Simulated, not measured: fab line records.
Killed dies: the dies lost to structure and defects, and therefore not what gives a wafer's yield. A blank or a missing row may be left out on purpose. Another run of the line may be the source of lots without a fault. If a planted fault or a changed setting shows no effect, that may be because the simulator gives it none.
A lot that was struck, set against a sound lot || flow n5_finfet || 39 steps out of a route of 1938
Sound: the wafers L818.1, L818.5, L818.6. Struck: wafer L822.2. (L822.1 of the same lot was not struck and is left out.) The cause comes at the end.
Each step with rows lists, per side, the tool, then ch with its chambers, then its first start. Under that, the readings that differ: sound wafers || struck wafers || difference of the means || sigmas: that difference in standard deviations of wafers without a fault.
alike: words and numbers the same on both sides, and readings whose means are apart by under 2 such deviations; not compared: readings that were withheld, readings missing a value for some wafer, numbers with overlapping values and no deviation given by the record, and bounds like >300 which may hide the same value.
Wherever a step has rows on one side only, a row that says differs or no value, or a row with sigmas, the two part there. Numbers that have no deviation but don't overlap get no sigmas and don't part them. A reading missing from all wafers of one side parts the sides only when that side holds two or more wafers.

first, 12 steps without rows for these wafers: N5_BEOL_M2_ANNEAL_87 (time 240 s); N5_BEOL_M2_SPUTTER_88 (material Cu, target thk 4.5 nm, time 8.29 s); N5_BEOL_M2_ANNEAL_89 (time 240 s); N5_BEOL_M2_SPUTTER_90 (material Cu, target thk 4.5 nm, time 8.29 s); N5_BEOL_M2_ANNEAL_91 (time 240 s); N5_BEOL_M2_SPUTTER_92 (material Cu, target thk 4.5 nm, time 8.29 s); N5_BEOL_M2_ANNEAL_93 (time 240 s); N5_BEOL_M2_SPUTTER_94 (material Cu, target thk 4.5 nm, time 8.29 s); N5_BEOL_M2_ANNEAL_95 (time 240 s); N5_BEOL_M2_SPUTTER_96 (material Cu, target thk 4.5 nm, time 8.29 s); N5_BEOL_M2_ECD_50 (material Cu, target thk 300 nm); N5_BEOL_M2_ANNEAL_51 (time 90 s).
N5_BEOL_M2_CMP_52: polishes, stops on SiOC, t overpolish 6.8 s, target thk 40 nm.
  sound on cmp-03 ch 0,1, day 7 10:42; struck on cmp-03 ch 2, day 8 17:49
{"reading": "barrier_field_endpoint_s (s)", "sound": "25.3 25.4 25.2", "struck": 41.1, "difference": "+15.8", "sigmas": "+28"}
{"reading": "overpolish_run_s (s)", "sound": "6.793 6.811 6.783", "struck": 0.043, "difference": -6.753, "sigmas": "-99 or more"}
{"reading": "time_to_endpoint_s (s)", "sound": "62.9 63.8 63.3", "struck": 81.8, "difference": "+18.5", "sigmas": "+7"}
{"reading": "model.SiOC_of_BEOL_M2_ILD_DEP_00.thk_nm (nm)", "sound": "75.2 75 76", "struck": 78, "difference": "+3", "sigmas": ""}
  alike: motor_current_A, slurry_filter_dp_kPa
N5_BEOL_M2_THK_MEAS_53: measures by xrf.
  sound on film_metro-01 at day 7 10:59; struck on film_metro-02 at day 8 18:05
{"reading": "M2_THK (nm)", "sound": "41.2 41.4 41.5", "struck": 157.7, "difference": "+116.3", "sigmas": "+97"}
then, 4 steps without rows for these wafers: N5_BEOL_M2_PRE_CLEAN_60 (time 15 s); N5_BEOL_M2_CO_CAP_55 (material Co, precursor CCTBA/H2, target thk 2 nm, time 102.1 s); N5_BEOL_M2_PRE_CLEAN_56 (time 15 s); N5_BEOL_M2_DEP_57 (deposits SiCN from 3MS/NH3, target thk 8 nm, time 14 s).
N5_BEOL_M2_INSPECT_59: inspects for defects (darkfield).
  sound on defect_inspect-02 at day 7 11:17; struck on defect_inspect-02 at day 8 18:24
{"reading": "raw_defect_count", "sound": "75 127 89", "struck": 5865, "difference": "+5768", "sigmas": "+99 or more"}
then, 18 steps without rows for these wafers: N5_BEOL_M3_ILD_DEP_00 (deposits SiOC from DEMS/O2, target thk 79 nm, time 15.3 s); N5_BEOL_M3_PECVD_72 (deposits SiO2 from TEOS/O2, target thk 16 nm, time 18 s); N5_BEOL_M3_HM_DEP_02 (deposits TiN, target thk 20 nm); N5_BEOL_M3_COAT_61 (time 60 s, resist thk 60 nm); N5_BEOL_M3_COAT_62 (time 60 s, resist thk 12 nm); N5_BEOL_M3_COAT_73 (time 60 s, resist thk 5 nm); N5_BEOL_M3_COAT_05 (resist thk 30 nm); N5_BEOL_M3_EBR_07; N5_BEOL_M3_SOFTBAKE_06 (time 60 s); N5_BEOL_M3_EXPOSE_08 (exposes mask M3); N5_BEOL_M3_PEB_09 (peb time 60 s); N5_BEOL_M3_DEVELOP_10 (develop time 30 s); N5_BEOL_M3_DESCUM_16 (chemistry O2, time 7 s); N5_BEOL_M3_ETCH_74 (etches underlayer in N2/H2, target depth 6.5 nm, time 5.2 s); N5_BEOL_M3_ETCH_63 (etches SiARC in CF4, target depth 15.6 nm, time 26 s); N5_BEOL_M3_ETCH_64 (etches SOC in N2/H2, target depth 75 nm, overetch 15 nm, time 112.5 s); N5_BEOL_M3_STRIP_65 (strips in N2/H2); N5_BEOL_M3_STRIP_75 (strips in N2/H2).
N5_BEOL_M4_RC_MEAS_101:
  the record has rows for the sound wafers here (prober-02 ch 0, day 8 15:33) and none for the struck ones
-- a jump in the record: the struck wafers' starts before and after are 5 days apart (it breaks off in module BEOL_M4 and resumes in module PASSIVATION, where the first step shown is number 1936 of the route) --
N5_PASSIVATION_PROBE_49:
  sound on prober-02 at day 12 21:32; struck on prober-02 at day 14 03:47
{"reading": "defect_limited_yield (%)", "sound": "89.5 91.1 90.3", "struck": 0, "difference": -90, "sigmas": -64}
{"reading": "killed_at_M0_to_M3", "sound": "32 45 30", "struck": 1117, "difference": "+1081", "sigmas": "+99 or more"}
{"reading": "killed_at_other", "sound": "3 7 6", "struck": 11, "difference": "+6", "sigmas": "+2"}
{"reading": "killed_dies", "sound": "124 105 114", "struck": 1180, "difference": "+1066", "sigmas": "+67"}
{"reading": "killed_on_rim", "sound": "15 18 13", "struck": 152, "difference": "+137", "sigmas": "+38"}
{"reading": "sort_n_pass", "sound": "1056 1075 1066", "struck": 0, "difference": -1066, "sigmas": -67}
{"reading": "sort_yield_pct (%)", "sound": "89.5 91.1 90.3", "struck": 0, "difference": -90, "sigmas": -64}
  alike: killed_at_M4_up, killed_at_contacts, killed_at_front_end, killed_open, killed_short, sort_bin_5_function, sort_bin_6_memory

WHERE THEY PART
First at N5_BEOL_M2_CMP_52; last, within this record, at N5_PASSIVATION_PROBE_49.

WHY: what had been put in by the simulator
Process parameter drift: cmp-03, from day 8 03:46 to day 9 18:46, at N5_BEOL_M2_CMP_52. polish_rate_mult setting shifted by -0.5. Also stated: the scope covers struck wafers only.
